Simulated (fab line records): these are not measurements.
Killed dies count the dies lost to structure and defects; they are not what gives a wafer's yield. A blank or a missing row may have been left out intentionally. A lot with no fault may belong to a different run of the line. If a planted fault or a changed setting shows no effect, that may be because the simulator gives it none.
Split-lot experiment :: flow n5_finfet :: 39 wafers read from 7 lots, route of 1938 steps

== SPLIT DETAILS ==
At N5_FIN_SAQP_HM_DEP_72 (deposits SiO2 from SiH4/N2O, target thk 12 nm, time 7.2 s), the setting time_s was moved away from the recipe's 7.2 s on 15 of the 39 wafers read, by -39.7% to +49.7%. The other wafers ran this setting at the recipe's value.

== FROM THE SPLIT TO THE READING: what the file shows between them, 4 steps ==
- N5_FIN_SAQP_COAT_49: time 60 s, resist thk 100 nm
- N5_FIN_SAQP_COAT_50: time 60 s, resist thk 35 nm
- N5_FIN_SAQP_ETCH_52: etches SOC in N2/H2, target depth 100 nm, overetch 20 nm, time 150 s
- N5_FIN_SAQP_STRIP_53: strips in N2/H2

== THE READING ==
etch.depth_nm (the simulator's own value, which no gauge read), in nm, at N5_FIN_SAQP_HM_OPEN_73 (chemistry CHF3/O2, target SiO2, stops on a-Si, target depth 12 nm, time 16.8 s). There is no usual value for it anywhere in the file. The 24 wafers here that ran the recipe average 12.027 nm, standard deviation 0.19 nm.

wafer: L074.1
tool, chamber at the split: pecvd-04, 0
time_s as run, s: 7.2
against the recipe: recipe
etch.depth_nm, nm: 11.67
against lot-mates on the recipe: -

wafer: L074.2
tool, chamber at the split: pecvd-04, 2
time_s as run, s: 7.2
against the recipe: recipe
etch.depth_nm, nm: 11.91
against lot-mates on the recipe: -

wafer: L074.3
tool, chamber at the split: pecvd-04, 1
time_s as run, s: 7.2
against the recipe: recipe
etch.depth_nm, nm: 11.78
against lot-mates on the recipe: -

wafer: L074.4
tool, chamber at the split: pecvd-04, 2
time_s as run, s: 7.2
against the recipe: recipe
etch.depth_nm, nm: 11.94
against lot-mates on the recipe: -

wafer: L074.5
tool, chamber at the split: pecvd-04, 1
time_s as run, s: 7.2
against the recipe: recipe
etch.depth_nm, nm: 11.99
against lot-mates on the recipe: -

wafer: L074.6
tool, chamber at the split: pecvd-04, 0
time_s as run, s: 7.2
against the recipe: recipe
etch.depth_nm, nm: 12.06
against lot-mates on the recipe: -

wafer: L078.1
tool, chamber at the split: pecvd-02, 0
time_s as run, s: 7.2
against the recipe: recipe
etch.depth_nm, nm: 11.91
against lot-mates on the recipe: -

wafer: L078.4
tool, chamber at the split: pecvd-02, 0
time_s as run, s: 7.2
against the recipe: recipe
etch.depth_nm, nm: 12.24
against lot-mates on the recipe: -

wafer: L078.6
tool, chamber at the split: pecvd-02, 1
time_s as run, s: 7.2
against the recipe: recipe
etch.depth_nm, nm: 12.33
against lot-mates on the recipe: -

wafer: L079.1
tool, chamber at the split: pecvd-01, 0,1
time_s as run, s: 7.2
against the recipe: recipe
etch.depth_nm, nm: 11.83
against lot-mates on the recipe: -

wafer: L079.3
tool, chamber at the split: pecvd-01, 0,1
time_s as run, s: 7.2
against the recipe: recipe
etch.depth_nm, nm: 11.83
against lot-mates on the recipe: -

wafer: L079.2
tool, chamber at the split: pecvd-01, 2
time_s as run, s: 10.78
against the recipe: +49.7%
etch.depth_nm, nm: 17.9
against lot-mates on the recipe: +5.953

wafer: L079.4
tool, chamber at the split: pecvd-01, 0
time_s as run, s: 10.78
against the recipe: +49.7%
etch.depth_nm, nm: 18.01
against lot-mates on the recipe: +6.063

wafer: L079.5
tool, chamber at the split: pecvd-01, 2
time_s as run, s: 7.2
against the recipe: recipe
etch.depth_nm, nm: 12.18
against lot-mates on the recipe: -

wafer: L079.6
tool, chamber at the split: pecvd-01, 1
time_s as run, s: 10.78
against the recipe: +49.7%
etch.depth_nm, nm: 18.05
against lot-mates on the recipe: +6.103

wafer: L080.1
tool, chamber at the split: pecvd-02, 2
time_s as run, s: 7.2
against the recipe: recipe
etch.depth_nm, nm: 12.21
against lot-mates on the recipe: -

wafer: L080.2
tool, chamber at the split: pecvd-02, 1
time_s as run, s: 5.126
against the recipe: -28.8%
etch.depth_nm, nm: 8.782
against lot-mates on the recipe: -3.501

wafer: L080.3
tool, chamber at the split: pecvd-02, 0
time_s as run, s: 7.2
against the recipe: recipe
etch.depth_nm, nm: 12.37
against lot-mates on the recipe: -

wafer: L080.4
tool, chamber at the split: pecvd-02, 2
time_s as run, s: 5.126
against the recipe: -28.8%
etch.depth_nm, nm: 8.967
against lot-mates on the recipe: -3.316

wafer: L080.5
tool, chamber at the split: pecvd-02, 0
time_s as run, s: 7.2
against the recipe: recipe
etch.depth_nm, nm: 12.27
against lot-mates on the recipe: -

wafer: L080.6
tool, chamber at the split: pecvd-02, 1
time_s as run, s: 5.126
against the recipe: -28.8%
etch.depth_nm, nm: 8.926
against lot-mates on the recipe: -3.357

wafer: L085.1
tool, chamber at the split: pecvd-02, 1
time_s as run, s: 8.931
against the recipe: +24.0%
etch.depth_nm, nm: 14.69
against lot-mates on the recipe: +2.590

wafer: L085.2
tool, chamber at the split: pecvd-02, 2
time_s as run, s: 8.931
against the recipe: +24.0%
etch.depth_nm, nm: 14.93
against lot-mates on the recipe: +2.830

wafer: L085.3
tool, chamber at the split: pecvd-02, 0
time_s as run, s: 7.2
against the recipe: recipe
etch.depth_nm, nm: 11.94
against lot-mates on the recipe: -

wafer: L085.4
tool, chamber at the split: pecvd-02, 0
time_s as run, s: 7.2
against the recipe: recipe
etch.depth_nm, nm: 12.15
against lot-mates on the recipe: -

wafer: L085.5
tool, chamber at the split: pecvd-02, 1
time_s as run, s: 7.2
against the recipe: recipe
etch.depth_nm, nm: 12.21
against lot-mates on the recipe: -

wafer: L085.6
tool, chamber at the split: pecvd-02, 2
time_s as run, s: 8.931
against the recipe: +24.0%
etch.depth_nm, nm: 14.97
against lot-mates on the recipe: +2.870

wafer: L091.1
tool, chamber at the split: pecvd-01, 0
time_s as run, s: 5.354
against the recipe: -25.6%
etch.depth_nm, nm: 8.965
against lot-mates on the recipe: -3.118

wafer: L091.2
tool, chamber at the split: pecvd-01, 2
time_s as run, s: 7.2
against the recipe: recipe
etch.depth_nm, nm: 11.99
against lot-mates on the recipe: -

wafer: L091.3
tool, chamber at the split: pecvd-01, 1
time_s as run, s: 5.354
against the recipe: -25.6%
etch.depth_nm, nm: 8.958
against lot-mates on the recipe: -3.125

wafer: L091.4
tool, chamber at the split: pecvd-01, 2
time_s as run, s: 5.354
against the recipe: -25.6%
etch.depth_nm, nm: 9.142
against lot-mates on the recipe: -2.941

wafer: L091.5
tool, chamber at the split: pecvd-01, 0
time_s as run, s: 7.2
against the recipe: recipe
etch.depth_nm, nm: 12.18
against lot-mates on the recipe: -

wafer: L091.6
tool, chamber at the split: pecvd-01, 1
time_s as run, s: 7.2
against the recipe: recipe
etch.depth_nm, nm: 12.08
against lot-mates on the recipe: -

wafer: L093.1
tool, chamber at the split: pecvd-04, 1
time_s as run, s: 4.344
against the recipe: -39.7%
etch.depth_nm, nm: 7.081
against lot-mates on the recipe: -4.776

wafer: L093.2
tool, chamber at the split: pecvd-04, 0
time_s as run, s: 7.2
against the recipe: recipe
etch.depth_nm, nm: 11.9
against lot-mates on the recipe: -

wafer: L093.3
tool, chamber at the split: pecvd-04, 2
time_s as run, s: 7.2
against the recipe: recipe
etch.depth_nm, nm: 11.66
against lot-mates on the recipe: -

wafer: L093.4
tool, chamber at the split: pecvd-04, 0
time_s as run, s: 4.344
against the recipe: -39.7%
etch.depth_nm, nm: 7.158
against lot-mates on the recipe: -4.699

wafer: L093.5
tool, chamber at the split: pecvd-04, 1
time_s as run, s: 4.344
against the recipe: -39.7%
etch.depth_nm, nm: 7.115
against lot-mates on the recipe: -4.742

wafer: L093.6
tool, chamber at the split: pecvd-04, 2
time_s as run, s: 7.2
against the recipe: recipe
etch.depth_nm, nm: 12.01
against lot-mates on the recipe: -
The file does not say which wafer passed through which chamber wherever a row lists several chambers: such a row stands for several wafers.

THE FIT
A straight line over all 39 wafers: etch.depth_nm changes by +0.119 nm for each +1% of time_s; r = +1.00; the points scatter about the line by 0.19 nm.
The same after taking each lot's own level away (the mean of its wafers on the recipe; 39 wafers): +0.12 nm for each +1%; r = +1.00; scatter 0.13 nm.
According to that fit, moving time_s by its largest amount changes the reading by 5.9 nm.
Across the lots, their own levels run from 11.8567 to 12.2833 nm, a range of 2.2 times the standard deviation given above.
Consequently the slope shifts little with the lot-to-lot level, the two slopes agreeing.
Check: for one of the wafers moved furthest among these (+49.7%), held out of the fit, the line's prediction against its lot-mates is +5.95 nm. Against them it came out at +5.95 nm.

== THE WHOLE CHAIN: every reading that the file lists as answering this split, in the file's order ==
step: N5_FIN_SAQP_HM_DEP_72
what it does: deposits SiO2 from SiH4/N2O, target thk 12 nm, time 7.2 s
reading: SiO2_of_FIN_SAQP_HM_DEP_72.thk_nm (the simulator's own value, which no gauge read)
change (the file's fit): +0.12 nm for each +1% of the setting
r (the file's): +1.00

step: N5_FIN_SAQP_HM_OPEN_73
what it does: chemistry CHF3/O2, target SiO2, stops on a-Si, target depth 12 nm, time 16.8 s
reading: etch.depth_nm (the simulator's own value, which no gauge read)
change (the file's fit): +0.12 nm for each +1% of the setting
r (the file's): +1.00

== THE FILE'S OWN FIT ==
etch.depth_nm changes by +0.12 nm for each +1% of time_s, r = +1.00.
